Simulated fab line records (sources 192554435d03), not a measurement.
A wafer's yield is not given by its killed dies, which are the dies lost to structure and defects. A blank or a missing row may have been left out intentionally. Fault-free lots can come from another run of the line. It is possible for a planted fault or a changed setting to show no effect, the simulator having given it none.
Chamber matching ; flow n5-finfet ; rie-diel-04 running N5_BEOL_M9_DESCUM_16: 4 sister chambers
The step chemistry O2, time 7.9 s. 4 wafers are shown with their chamber, then 10 later ones without.

WAFERS PAIRED WITH THEIR CHAMBERS
wafer;chamber;showerhead-plenum-p-Torr (Torr)
L078.4;0;1.96
L086.3;3;2.22
L091.3;1;2.15
L091.5;2;2.05

WAFERS WITH NO CHAMBER GIVEN
wafer;showerhead-plenum-p-Torr (Torr)
L091.6;2.22
L094.1;2.15
L094.5;2.15
L094.6;2.22
L095.1;2.04
L095.4;2.22
L095.5;2.04
L097.2;2.14
L097.3;2.22
L097.5;2.22

EACH ONE'S CHAMBER
wafer;from the rows above;in truth
L091.6;3;3
L094.1;1;1
L094.5;1;1
L094.6;3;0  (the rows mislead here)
L095.1;2;2
L095.4;3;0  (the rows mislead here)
L095.5;2;2
L097.2;1;1
L097.3;3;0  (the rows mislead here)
L097.5;3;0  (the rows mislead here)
Correct placement for 6 of the 10. Not placeable from these rows: 0. Placed wrongly: 4.
How it was worked out, from the rows above alone: a wafer's distance from a chamber is the root of the sum, over the readings, of the square of ((its reading less the chamber's mean) divided by the reading's scatter). If the next closest chamber is less than 2 further off than the closest, the wafer can't be placed; otherwise it belongs to the closest. Each chamber's mean is taken over the wafers shown for it. The scatter (one wafer shown for each chamber): square how far every hidden wafer sits from the nearest shown wafer, average those squares and take the square root.
